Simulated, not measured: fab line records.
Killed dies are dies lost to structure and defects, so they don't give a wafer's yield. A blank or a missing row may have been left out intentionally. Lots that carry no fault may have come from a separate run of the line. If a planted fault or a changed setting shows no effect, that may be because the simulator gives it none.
Code-filled problem report in 8D (eight disciplines) form ; flow n5_finfet ; the parts of the form that need people (team, actions taken, sign-off) are left out

1. THE PROBLEM
Wafers free of any fault read 77.7 nm (standard deviation 1.9) for M7_THK at N5_BEOL_M7_THK_MEAS_53, against a mean of 190.7 nm on 2 wafers of 2 lots. Relative to the usual mean, that is a shift of +59 standard deviations.
The step: measures by xrf.
First seen on wafer L962.4, day 12 05:22, on film_metro-01. At this step, 26 wafers from 9 lots have a number in the record. The rule behind "out" and "out of limits": a value lying over 4 standard deviations away from the usual mean. All remaining wafers that have a number are taken as sound.

2. WHAT IT IS; WHAT IT IS NOT
question;is;is not
which readings at this step;M7_THK;-
which lots;L962, L963;L952, L953, L954, L959, L969, L971, L973
which wafers of those lots;L962.4, L963.5;L962.1, L962.3, L963.2
read on which gauges;film_metro-01, film_metro-02;-
when;from day 12 05:22;"up to then (14 sound wafers); but 10 sound wafers of L963, L969, L971, L973 came after"

3. SUSPECTS, AND WHAT RULES EACH OUT
Counting: a tool at a process step up to the reading stays a suspect if it ran every lot that is out. Sound lots after the first of them don't rule it out here, since some wafers of a struck lot are sound.
- the gauge at N5_BEOL_M7_THK_MEAS_53 is ruled out. Those wafers that are out were read across 2 gauges (film_metro-01, film_metro-02).
- cmp-01 at N5_BEOL_M7_CMP_52 (polishes, stops on SiCOH lowk, t overpolish 6.9 s, target thk 80 nm): kept. Every lot that is out went through it, the first being L962 (day 12 05:04); the last sound lot it ran before that was L959 (day 11 01:35). Its own barrier_field_endpoint_s, overpolish_run_s, time_to_endpoint_s readings are out on those wafers.
Remaining after the count: cmp-01 at N5_BEOL_M7_CMP_52.

4. THE CAUSE (what the simulator had put in)
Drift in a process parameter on cmp-01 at N5_BEOL_M7_CMP_52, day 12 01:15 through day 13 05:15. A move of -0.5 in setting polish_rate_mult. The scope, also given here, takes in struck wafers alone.
This tool alone remained once counting was done.

5. SEQUENCE OF EFFECTS, ordered by route
One row per reading whose mean, taken over the struck wafers that have a number, lies over 3 standard deviations from the usual. Readings are gone through only where the record gives a usual standard deviation; hours: the median, over the lots, of the time from a lot's start at the first step in this table giving one to that lot's start at this step; sigmas: the change measured in usual standard deviations.
hours;step;reading;usual;on struck wafers;change;sigmas
0;N5_BEOL_M7_CMP_52;barrier_field_endpoint_s;29.0 s;46.9;+17.9;+28
0;N5_BEOL_M7_CMP_52;overpolish_run_s;6.900 s;0.038;-6.862;-99 or more
0;N5_BEOL_M7_CMP_52;time_to_endpoint_s;62.6 s;80.8;+18.1;+7.6
0;N5_BEOL_M7_THK_MEAS_53;M7_THK;77.7 nm;190.7;+113.0;+59
0;N5_BEOL_M7_INSPECT_58;raw_defect_count;79;1239;+1160;+45
77;N5_PASSIVATION_PROBE_49;defect_limited_yield;91.1 %;0.0;-91.1;-65
77;N5_PASSIVATION_PROBE_49;killed_at_M4_up;14;1108;+1094;+99 or more
77;N5_PASSIVATION_PROBE_49;killed_dies;105;1180;+1075;+67
77;N5_PASSIVATION_PROBE_49;killed_on_rim;14;152;+138;+36
77;N5_PASSIVATION_PROBE_49;sort_n_pass;1075;0;-1075;-67
77;N5_PASSIVATION_PROBE_49;sort_yield_pct;91.1 %;0.0;-91.1;-65
It contains these process steps:
- N5_BEOL_M7_CMP_52: polishes, stops on SiCOH lowk, t overpolish 6.9 s, target thk 80 nm.
- N5_PASSIVATION_PROBE_49

6. WHAT WOULD HAVE CAUGHT IT SOONER
The first out-of-limits reading at a measuring or inspecting step in this record came at day 12 05:22, 4 hours after the fault's start at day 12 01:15.
The tool's own readings at N5_BEOL_M7_CMP_52 were out on every struck wafer that the step has a row for (barrier_field_endpoint_s, overpolish_run_s, time_to_endpoint_s): an alarm limit on them would have fired on the first of those.
Lots out: 2; of these, L963 started N5_BEOL_M7_CMP_52 on cmp-01 after day 12 05:22. A hold on the tool at that time would have spared it.
